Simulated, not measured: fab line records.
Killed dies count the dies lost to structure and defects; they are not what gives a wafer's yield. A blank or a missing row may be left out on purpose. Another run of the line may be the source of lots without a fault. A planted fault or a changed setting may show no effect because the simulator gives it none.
Which tool is to blame? | flow n5 finfet | 13 lots, 39 wafers sampled, at 3 steps of a route of 1938

## WHAT EACH GAUGE READ, for each wafer
N5_MIM_TOP_LITHO_CD_MEAS_08 targets a cd of 2000 nm. Usual: 2000.2 nm for cd nm, sd 2.
lot  | measured     | on        | cd nm (nm)           | flag
L636 | day 11 18:23 | cd sem-01 | 1998.5 1998.1 1998.7 |
L637 | day 12 10:03 | cd sem-03 | 1998.4 2000.3 1997.2 |
L638 | day 11 13:38 | cd sem-01 | 1999.8 2003.5 2000.7 |
L639 | day 12 06:34 | cd sem-01 | 1995.4 1994.1 1996.0 |
L641 | day 12 22:37 | cd sem-03 | 1999.8 2001.9 2000.9 |
L642 | day 13 05:41 | cd sem-01 | 1998.0 2003.0 2002.0 |
L643 | day 13 16:30 | cd sem-02 | 2000.3 1999.4 1999.7 |
L645 | day 14 13:14 | cd sem-02 | 1997.9 1999.5 1998.1 |
L646 | day 14 08:46 | cd sem-02 | 2001.6 2002.5 2003.4 |
L647 | day 14 17:31 | cd sem-03 | 2002.9 1999.0 1999.3 |
L654 | day 16 12:00 | cd sem-01 | 2001.7 2001.3 2000.8 |
L655 | day 16 22:56 | cd sem-03 | 2002.1 1997.5 1998.1 |
L656 | day 17 09:35 | cd sem-02 | 2003.6 1998.2 1999.9 |

## WHAT TOOL EACH LOT RAN ON (gives the tool, then ch and the chambers of the sampled wafers, and finally the start)
lot  | N5_HKMG_FIN_ALD_71                 | N5_MIM_TOP_ALD_00
L636 | ald metal-03 ch 0,1,2, day 4 08:44 | ald hk-03 ch 0,3, day 11 16:50
L637 | ald metal-02 ch 0,1, day 4 15:24   | ald hk-03 ch 2,3, day 12 05:42
L638 | ald metal-01 ch 1,3, day 4 19:37   | ald hk-03 ch 1,2, day 11 12:31
L639 | ald metal-01 ch 1,2, day 5 03:20   | ald hk-02 ch 2,3, day 12 05:29
L641 | ald metal-03 ch 0,1,2, day 5 15:20 | ald hk-03 ch 0,2,3, day 12 20:23
L642 | ald metal-03 ch 0,1,2, day 5 18:49 | ald hk-03 ch 0,1,3, day 13 04:15
L643 | ald metal-02 ch 0,2,3, day 6 05:11 | ald hk-03 ch 0,1,2, day 13 15:22
L645 | ald metal-02 ch 1,2,3, day 6 12:47 | ald hk-02 ch 1,2,3, day 14 09:17
L646 | ald metal-02 ch 0,1, day 6 19:31   | ald hk-01 ch 0,1,3, day 14 07:07
L647 | ald metal-02 ch 0,1, day 6 22:07   | ald hk-03 ch 1,2, day 14 16:20
L654 | ald metal-01 ch 1,2, day 8 17:16   | ald hk-03 ch 1,2, day 16 09:47
L655 | ald metal-03 ch 0,2, day 8 23:32   | ald hk-03 ch 1,2,3, day 16 21:07
L656 | ald metal-01 ch 0,2,3, day 9 06:20 | ald hk-01 ch 0,1, day 17 06:41
- N5_HKMG_FIN_ALD_71: deposits TiN, target thk 1 nm, pulse time 1 s, purge time 3 s.
- N5_MIM_TOP_ALD_00: deposits Al2O3, purge time 3 s, co reactant pulse time 3 s.

## AS READ BY THE TOOLS THEMSELVES (means over the sampled wafers that have a number; for cases with no such wafer, the mark the record gives instead)
N5_HKMG_FIN_ALD_71. Usual: heater power w 857 W, standard deviation 79; precursor pulse height rel 0.999, standard deviation 0.018.
lot  | tool         | heater power w (W) | precursor pulse height rel | flag
L636 | ald metal-03 | 879                | 0.977                      |
L637 | ald metal-02 | 815                | 1.005                      |
L638 | ald metal-01 | 911                | 0.992                      |
L639 | ald metal-01 | 875                | 1.003                      |
L641 | ald metal-03 | 879                | 1.002                      |
L642 | ald metal-03 | 886                | 0.990                      |
L643 | ald metal-02 | 863                | 0.999                      |
L645 | ald metal-02 | 852                | 1.004                      |
L646 | ald metal-02 | 827                | 0.989                      |
L647 | ald metal-02 | 829                | 0.991                      |
L654 | ald metal-01 | 874                | 1.002                      |
L655 | ald metal-03 | 776                | 1.014                      |
L656 | ald metal-01 | 849                | 1.008                      |

N5_MIM_TOP_ALD_00. Usual: 0.999 for precursor pulse height rel, sd 0.02.
lot  | tool      | precursor pulse height rel | flag
L636 | ald hk-03 | 0.988                      |
L637 | ald hk-03 | 0.991                      |
L638 | ald hk-03 | 0.972                      |
L639 | ald hk-02 | 0.985                      |
L641 | ald hk-03 | 0.991                      |
L642 | ald hk-03 | 0.992                      |
L643 | ald hk-03 | 0.991                      |
L645 | ald hk-02 | 1.009                      |
L646 | ald hk-01 | 1.005                      |
L647 | ald hk-03 | 0.985                      |
L654 | ald hk-03 | 1.003                      |
L655 | ald hk-03 | 1.019                      |
L656 | ald hk-01 | 1.013                      |

## THE ANSWER, worked out from the rows above alone
Rule: a lot is off if the mean of its wafers that have a number lies more than 3 standard deviations from the usual mean. Also off: a lot with no number at a reading for which 4 or more lots have one. All remaining lots with rows at the step are treated as sound. After the gauges, taken in route order, come the tools' own readings; for these a lot's mean is taken, as printed above. At the first step where some lot is off, the reading lying furthest off is the one used; lots without a number count as furthest.
Nothing can be told from this: no lot is off at any reading shown.

## WHAT THE SIMULATOR PUT IN
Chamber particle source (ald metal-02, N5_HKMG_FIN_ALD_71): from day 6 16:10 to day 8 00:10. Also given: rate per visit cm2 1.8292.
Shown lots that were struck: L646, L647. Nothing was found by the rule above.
